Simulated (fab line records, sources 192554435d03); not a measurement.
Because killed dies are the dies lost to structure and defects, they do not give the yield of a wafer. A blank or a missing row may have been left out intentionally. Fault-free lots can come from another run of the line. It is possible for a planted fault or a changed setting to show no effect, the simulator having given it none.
fab line records :: flow n5-finfet
record:
  lots: 4
  wafers: 12
  last-day: 16
route steps=1938 shown BEOL_M7@1279 PASSIVATION@1936
lots untouched by any fault: they come from a run of this same line in which no faults occurred
start-h: hours from the record's opening day to when the first of the lot's shown wafers began :: wait-h: hours since the lot's step before :: " as in the row above :: L1.1+2: several wafers, shown together as one row :: - no value, or no start was given :: * or withheld: withheld :: < > ~ a bound
route shown NAME@n: a module of which the file shows steps, and the number in the route of the first :: usual: average and standard deviation across the fault-free wafers :: same: alike in all rows :: chamber/n: place in a boat :: sites: the reading at each site :: _std_site: their standard deviation :: _edge_site: the outer-site mean with the inner-site mean subtracted :: radius-mm: how far each site lies from the wafer's centre :: mask NAME#n: copy n :: behind: the most recent tool/chamber to have shaped the wafer :: hold: cause of the lot's hold/its duration in hours/its outcome :: device: which transistor (n, p or np) failed to switch :: end of line: tests of these same wafers at the route's end :: a step without rows: its recipe alone :: killed: count of dies lost to structure and defects at first sort (not the wafer's yield) :: map: per-die view of a wafer (x killed, . not killed, _ where there is no die)
set.NAME: setting as actually run; set.NAME@STEP: the setting as run at that earlier step :: model.NAME: the simulator's own value behind a step, which no gauge read
a table for each step, a row for each wafer; lots at some steps of the route
services: when a tool's chamber went out of use (start-h, in hours from the record's first day, below 0 if earlier), for how many hours, and the reason
== steps ==
step: N5_BEOL_M7_DESCUM_16
recipe:
  chemistry: O2
  time-s: 7.9
  source-power-w: 50
  bias-power-w: 20
  pressure-mtorr: 20
  rf-frequency-hz: 2.712e+07
  temp-c: 40
  resist: CAR-ArF
  o2-flow-sccm: 225
step: N5_BEOL_M7_ETCH_61
recipe:
  chemistry: CF4
  target: SiARC
  target-depth-a: 455
  mask-material: CAR-ArF
  time-s: 75.8
  ion-energy-ev: 80
  pressure-mtorr: 40
  source-w: 545
  bias-w: 36
  Ar_flow_sccm: 100
  cf4-flow-sccm: 100
  ends: cleared
step: N5_BEOL_M7_ETCH_62
recipe:
  chemistry: N2/H2
  target: SOC
  target-depth-a: 1100
  overetch-a: 220
  mask-material: SiARC
  temp-c: 40
  time-s: 165
  ion-energy-ev: 200
  pressure-mtorr: 30
  source-w: 840
  bias-w: 150
  n2-flow-sccm: 200
  h2-flow-sccm: 200
step: N5_BEOL_M7_STRIP_68
recipe:
  chemistry: N2/H2
  temp-c: 40
  n2-flow-sccm: 200
  h2-flow-sccm: 200
  rf-frequency-hz: 6e+07
step: N5_BEOL_M7_STRIP_67
recipe:
  chemistry: CF4
  resist: SiARC
  power-w: 300
  bias-power-w: 75
  pressure-mtorr: 50
  cf4-flow-sccm: 150
  rf-frequency-hz: 6e+07
step: N5_BEOL_M7_HM_OPEN_17
recipe:
  chemistry: Cl2/BCl3
  target-depth-a: 200
  overetch-a: 60
  target: TiN
  mask-material: SOC
  ion-energy-ev: 150
  pressure-mtorr: 10
  icp-w: 1000
  bias-w: 126
  Cl2_flow_sccm: 53.25
  bcl3-flow-sccm: 21.75
  Ar_flow_sccm: 25
step: N5_BEOL_M7_STRIP_19
recipe:
  chemistry: O2
  power-w: 400
  temp-c: 40
  pressure-mtorr: 30
  rf-frequency-hz: 6e+07
  bias-power-w: 0
  overash-fraction: 0.2
  o2-flow-sccm: 225
step: N5_BEOL_M7_COAT_63
recipe:
  resist: SOC
  temp-c: 250
  time-s: 60
  spin-rpm: 1500
  resist-thk-nm: 60
step: N5_BEOL_M7_COAT_64
recipe:
  resist: SiARC
  temp-c: 220
  time-s: 60
  spin-rpm: 1500
  resist-thk-nm: 12
step: N5_BEOL_M7_COAT_71
recipe:
  resist: underlayer
  temp-c: 205
  time-s: 60
  spin-rpm: 1500
  resist-thk-nm: 5
usual:
  exhaust-pa: 45.1/0.83
  heater-power-total-W: 391.7/1.3
  spin-speed-rpm: 1500.2/0.88
same:
  time-s: 60
lot.wafer: L510.1
tool: litho-track-04
chamber: 0
start-h: 202.03
wait-h: -
exhaust-pa: 44.4
heater-power-total-W: 390.3
spin-speed-rpm: 1499.4

lot.wafer: L510.3
tool: litho-track-04
chamber: 0
start-h: 202.03
wait-h: -
exhaust-pa: 45.4
heater-power-total-W: 389.5
spin-speed-rpm: 1500.4

lot.wafer: L510.4
tool: litho-track-04
chamber: 0
start-h: 202.03
wait-h: -
exhaust-pa: 45.5
heater-power-total-W: 393.3
spin-speed-rpm: 1500.1

lot.wafer: L524.1
tool: litho-track-04
chamber: 0
start-h: 290.25
wait-h: -
exhaust-pa: 45.8
heater-power-total-W: 390.1
spin-speed-rpm: 1443.6

lot.wafer: L524.3
tool: litho-track-04
chamber: 0
start-h: 290.25
wait-h: -
exhaust-pa: 44.4
heater-power-total-W: 393.9
spin-speed-rpm: 1445.0

lot.wafer: L524.4
tool: litho-track-04
chamber: 0
start-h: 290.25
wait-h: -
exhaust-pa: 46.6
heater-power-total-W: 393.4
spin-speed-rpm: 1444.0

lot.wafer: L526.1
tool: litho-track-04
chamber: 0
start-h: 296.97
wait-h: -
exhaust-pa: 45.3
heater-power-total-W: 393.0
spin-speed-rpm: 1444.8

lot.wafer: L526.3
tool: litho-track-04
chamber: 0
start-h: 296.97
wait-h: -
exhaust-pa: 44.2
heater-power-total-W: 390.9
spin-speed-rpm: 1444.9

lot.wafer: L526.6
tool: litho-track-04
chamber: 0
start-h: 296.97
wait-h: -
exhaust-pa: 44.8
heater-power-total-W: 389.6
spin-speed-rpm: 1444.9

lot.wafer: L529.3
tool: litho-track-01
chamber: 0
start-h: 308.61
wait-h: -
exhaust-pa: 45.1
heater-power-total-W: 392.5
spin-speed-rpm: 1500.1

lot.wafer: L529.4
tool: litho-track-01
chamber: 0
start-h: 308.61
wait-h: -
exhaust-pa: 45.2
heater-power-total-W: 390.4
spin-speed-rpm: 1500.9

lot.wafer: L529.5
tool: litho-track-01
chamber: 0
start-h: 308.61
wait-h: -
exhaust-pa: 45.2
heater-power-total-W: 389.9
spin-speed-rpm: 1500.6
step: N5_BEOL_M7_COAT_22
recipe:
  resist: CAR-EUV
  spin-rpm: 1500
  resist-thk-nm: 30
step: N5_BEOL_M7_EBR_24
recipe:
  solvent: PGMEA
  ebr-width-mm: 1.5
step: N5_BEOL_M7_SOFTBAKE_23
recipe:
  temp-c: 110
  time-s: 60
  resist: CAR-EUV
step: N5_BEOL_M7_EXPOSE_25
recipe:
  mask-id: V6
  na: 0.33
  source-shape: annular
  sigma-inner: 0.4
  sigma-outer: 0.8
  polarization: unpolarized
  target-cd-nm: 40
  dose-mj: 42.5
step: N5_BEOL_M7_PEB_26
recipe:
  peb-temp-c: 100
  peb-time-s: 60
  resist: CAR-EUV
step: N5_BEOL_M7_DEVELOP_27
recipe:
  develop-time-s: 30
  developer: TMAH
  resist: CAR-EUV
  rinse-liquid: surfactant-rinse
  dry: air-spin
  dev-temp-c: 23
step: N5_BEOL_M7_DESCUM_33
recipe:
  chemistry: O2
  time-s: 7
  source-power-w: 50
  bias-power-w: 20
  pressure-mtorr: 20
  rf-frequency-hz: 2.712e+07
  temp-c: 40
  resist: CAR-EUV
  o2-flow-sccm: 225
step: N5_BEOL_M7_ETCH_72
recipe:
  chemistry: N2/H2
  target: underlayer
  target-depth-a: 65
  mask-material: CAR-EUV
  time-s: 5.2
  ion-energy-ev: 200
  pressure-mtorr: 30
  source-w: 840
  bias-w: 150
  n2-flow-sccm: 200
  h2-flow-sccm: 200
  ends: cleared
usual:
  drypump-motor-current-A: 5.5/0.43
  etch-rf-on-time-s: 5.19/0.12
  oes-product-au: 0.69/0.078
  rf-vpp-V: 522.8/2.7
  showerhead-plenum-p-Torr: 2.51/0.09
  throttle-valve-pct: 17.70/0.21
lot.wafer: L510.1
tool: rie-diel-01
chamber: 0
start-h: 202.45
wait-h: 0.0
drypump-motor-current-A: 5.0
etch-rf-on-time-s: 5.38
oes-product-au: 0.80
rf-hours-counter-h: 12
rf-vpp-V: 522.2
showerhead-plenum-p-Torr: 2.51
throttle-valve-pct: 17.54
model.etch.depth-nm: 5.022

lot.wafer: L510.3
tool: rie-diel-01
chamber: 2
start-h: 202.45
wait-h: 0.0
drypump-motor-current-A: 5.2
etch-rf-on-time-s: 5.31
oes-product-au: 0.65
rf-hours-counter-h: 139
rf-vpp-V: 522.3
showerhead-plenum-p-Torr: 2.44
throttle-valve-pct: 17.74
model.etch.depth-nm: 5.006

lot.wafer: L510.4
tool: rie-diel-01
chamber: 1
start-h: 202.45
wait-h: 0.0
drypump-motor-current-A: 5.8
etch-rf-on-time-s: 5.17
oes-product-au: 0.71
rf-hours-counter-h: 80
rf-vpp-V: 522.4
showerhead-plenum-p-Torr: 2.48
throttle-valve-pct: 17.63
model.etch.depth-nm: 5.014

lot.wafer: L524.1
tool: rie-diel-01
chamber: 1
start-h: 291.02
wait-h: 0.0
drypump-motor-current-A: 5.8
etch-rf-on-time-s: 5.30
oes-product-au: 0.69
rf-hours-counter-h: 111
rf-vpp-V: 521.0
showerhead-plenum-p-Torr: 2.47
throttle-valve-pct: 17.70
model.etch.depth-nm: 5.074

lot.wafer: L524.3
tool: rie-diel-01
chamber: 0
start-h: 291.02
wait-h: 0.0
drypump-motor-current-A: 4.9
etch-rf-on-time-s: 5.49
oes-product-au: 0.74
rf-hours-counter-h: 37
rf-vpp-V: 522.0
showerhead-plenum-p-Torr: 2.50
throttle-valve-pct: 17.58
model.etch.depth-nm: 5.092

lot.wafer: L524.4
tool: rie-diel-01
chamber: 3
start-h: 291.02
wait-h: 0.0
drypump-motor-current-A: 5.6
etch-rf-on-time-s: 5.36
oes-product-au: 0.62
rf-hours-counter-h: 188
rf-vpp-V: 526.8
showerhead-plenum-p-Torr: 2.64
throttle-valve-pct: 17.85
model.etch.depth-nm: 5.077

lot.wafer: L526.1
tool: rie-diel-03
chamber: 3
start-h: 297.52
wait-h: 0.0
drypump-motor-current-A: 5.7
etch-rf-on-time-s: 5.12
oes-product-au: 0.82
rf-hours-counter-h: 5
rf-vpp-V: 519.3
showerhead-plenum-p-Torr: 2.51
throttle-valve-pct: 17.76
model.etch.depth-nm: 5.115

lot.wafer: L526.3
tool: rie-diel-03
chamber: 0
start-h: 297.52
wait-h: 0.0
drypump-motor-current-A: 6.1
etch-rf-on-time-s: 5.10
oes-product-au: 0.82
rf-hours-counter-h: 12
rf-vpp-V: 522.1
showerhead-plenum-p-Torr: 2.48
throttle-valve-pct: 17.28
model.etch.depth-nm: 5.141

lot.wafer: L526.6
tool: rie-diel-03
chamber: 2
start-h: 297.52
wait-h: 0.0
drypump-motor-current-A: 5.1
etch-rf-on-time-s: 5.24
oes-product-au: 0.72
rf-hours-counter-h: -
rf-vpp-V: 525.3
showerhead-plenum-p-Torr: 2.59
throttle-valve-pct: 17.54
model.etch.depth-nm: 5.117

lot.wafer: L529.3
tool: rie-diel-03
chamber: 3
start-h: 309.16
wait-h: 0.0
drypump-motor-current-A: 5.7
etch-rf-on-time-s: 5.09
oes-product-au: 0.81
rf-hours-counter-h: 8
rf-vpp-V: 524.2
showerhead-plenum-p-Torr: 2.51
throttle-valve-pct: 17.78
model.etch.depth-nm: 5.012

lot.wafer: L529.4
tool: rie-diel-03
chamber: 1
start-h: 309.16
wait-h: 0.0
drypump-motor-current-A: 6.4
etch-rf-on-time-s: 5.02
oes-product-au: 0.76
rf-hours-counter-h: 27
rf-vpp-V: 524.4
showerhead-plenum-p-Torr: 2.59
throttle-valve-pct: 17.99
model.etch.depth-nm: 5.001

lot.wafer: L529.5
tool: rie-diel-03
chamber: 3
start-h: 309.16
wait-h: 0.0
drypump-motor-current-A: 5.7
etch-rf-on-time-s: 5.06
oes-product-au: 0.79
rf-hours-counter-h: -
rf-vpp-V: 524.1
showerhead-plenum-p-Torr: 2.51
throttle-valve-pct: 17.76
model.etch.depth-nm: 5.012
step: N5_BEOL_M7_ETCH_65
recipe:
  chemistry: CF4
  target: SiARC
  target-depth-a: 156
  mask-material: CAR-EUV
  time-s: 26
  ion-energy-ev: 80
  pressure-mtorr: 40
  source-w: 545
  bias-w: 36
  Ar_flow_sccm: 100
  cf4-flow-sccm: 100
  ends: cleared
step: N5_PASSIVATION_PROBE_49
usual:
  defect-limited-yield: 91.2/1.6
  killed_at_M0_to_M3: 34/11
  killed_at_M4_up: 14/5.7
  killed-at-contacts: 14/6.6
  killed-at-front-end: 37/10
  killed-at-other: 4/3.2
  killed-dies: 104/19
  killed-open: 69/13
  killed-short: 33/8.7
  sort_bin_5_function: 5.1/1
  sort_bin_6_memory: 3.3/0.76
  sort_bin_8_speed: 0.00/0.016
  sort-n-pass: 1076/19
  sort-yield-pct: 91.2/1.6
same:
  gross-dies: 1180
  killed-at-back-side: 0
  sort_bin_4_leakage[%]: 0
lot.wafer: L526.1
tool: prober-02
chamber: -
start-h: 373.93
wait-h: 0.0
defect-limited-yield[%]: 91.4
killed_at_M0_to_M3: 28
killed_at_M4_up: 15
killed-at-contacts: 12
killed-at-front-end: 46
killed-at-other: 0
killed-dies: 101
killed-open: 66
killed-short: 34
sort_bin_5_function[%]: 4.7
sort_bin_6_memory[%]: 3.6
sort_bin_8_speed[%]: 0
sort-n-pass: 1079
sort-yield-pct[%]: 91.4

lot.wafer: L526.3
tool: prober-02
chamber: -
start-h: 374.03
wait-h: 0.1
defect-limited-yield[%]: 90.8
killed_at_M0_to_M3: 25
killed_at_M4_up: 18
killed-at-contacts: 16
killed-at-front-end: 48
killed-at-other: 1
killed-dies: 108
killed-open: 84
killed-short: 24
sort_bin_5_function[%]: 6.0
sort_bin_6_memory[%]: 3.0
sort_bin_8_speed[%]: 0
sort-n-pass: 1072
sort-yield-pct[%]: 90.8

lot.wafer: L526.6
tool: prober-02
chamber: -
start-h: 374.18
wait-h: 0.3
defect-limited-yield[%]: 91.8
killed_at_M0_to_M3: 32
killed_at_M4_up: 13
killed-at-contacts: 13
killed-at-front-end: 39
killed-at-other: 0
killed-dies: 97
killed-open: 71
killed-short: 25
sort_bin_5_function[%]: 5.0
sort_bin_6_memory[%]: 3.1
sort_bin_8_speed[%]: 0
sort-n-pass: 1083
sort-yield-pct[%]: 91.8
killed by level:class
L526.1 FIN_SAQP:geometric-particle:short=14 MOL_CONTACT_COAG:geometric-particle:open=11 FIN_SAQP:geometric-particle:open=10 BEOL_M1:geometric-particle:open=8 BEOL_M0_SAQP:geometric-particle:open=8 BEOL_M0_SAQP:geometric-particle:short=5 STI_FIN_REVEAL:geometric-particle:open=4 BEOL_M5:geometric-particle:open=4
L526.3 FIN_SAQP:geometric-particle:open=20 MOL_CONTACT_COAG:geometric-particle:open=14 BEOL_M0_SAQP:geometric-particle:open=10 FIN_SAQP:geometric-particle:short=6 BEOL_M0_SAQP:geometric-particle:short=6 STI_FIN_REVEAL:geometric-particle:open=5 BEOL_M4:geometric-particle:open=5 GATE_CUT:geometric-particle:open=4
L526.6 FIN_SAQP:geometric-particle:open=12 STI_FIN_REVEAL:geometric-particle:open=11 MOL_CONTACT_COAG:geometric-particle:open=10 BEOL_M2:geometric-particle:open=7 BEOL_M0_SAQP:geometric-particle:short=6 BEOL_M0_SAQP:geometric-particle:open=5 BEOL_M0:geometric-particle:open=5 FIN_SAQP:geometric-particle:short=4
== services ==
tool: rie-diel-01
chamber: 1
start-h: 186.61
hours: 6.5
kind: repair

tool: rie-diel-03
chamber: 1
start-h: 213.86
hours: -
kind: clean

tool: rie-diel-03
chamber: 1
start-h: 213.86
hours: -
kind: consumable-replace:focus-ring

tool: rie-diel-03
chamber: 1
start-h: 213.86
hours: 20.2
kind: scheduled-down

tool: rie-diel-03
chamber: 1
start-h: 213.86
hours: 20.2
kind: vent-cycle

tool: litho-track-01
chamber: -
start-h: 218.22
hours: -
kind: consumable-replace:filter

tool: rie-diel-01
chamber: 1
start-h: 218.33
hours: 2.2
kind: repair

tool: rie-diel-03
chamber: 0
start-h: 234.11
hours: -
kind: clean

tool: rie-diel-03
chamber: 0
start-h: 234.11
hours: -
kind: consumable-replace:focus-ring

tool: rie-diel-03
chamber: 0
start-h: 234.11
hours: 26.9
kind: scheduled-down

tool: rie-diel-03
chamber: 0
start-h: 234.11
hours: 26.9
kind: vent-cycle

tool: rie-diel-01
chamber: 0
start-h: 254.85
hours: 1.3
kind: repair

tool: rie-diel-03
chamber: 3
start-h: 261.00
hours: -
kind: clean

tool: rie-diel-03
chamber: 3
start-h: 261.00
hours: -
kind: consumable-replace:focus-ring

tool: rie-diel-03
chamber: 3
start-h: 261.00
hours: 17.3
kind: scheduled-down

tool: rie-diel-03
chamber: 3
start-h: 261.00
hours: 17.3
kind: vent-cycle

tool: rie-diel-01
chamber: 0
start-h: 269.55
hours: 3.6
kind: repair

tool: rie-diel-01
chamber: 1
start-h: 305.80
hours: 8.6
kind: repair
== key ==
first-sign:
  step: N5_BEOL_M7_COAT_71
  reading: spin-speed-rpm
  direction: down
  sigmas: 63
  usual: *
  struck: *
effect none on later readings
model-effect:
  step: N5_BEOL_M7_ETCH_72
  value: etch.depth-nm
  without: 5.007
  struck: 5.103
met-at N5_BEOL_M7_COAT_71
struck-wafers L524.1,L524.3,L524.4,L526.1,L526.3,L526.6
onset-between 202.03 290.25
fault:
  kind: process-parameter-drift
  tool: litho-track-04
  chamber: -
  onset-h: 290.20
  steps: N5_BEOL_M7_COAT_71
  channel: spin-rpm
  offset: *
  shape: step
  end-h: 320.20
  acts-in: *
  stated: *
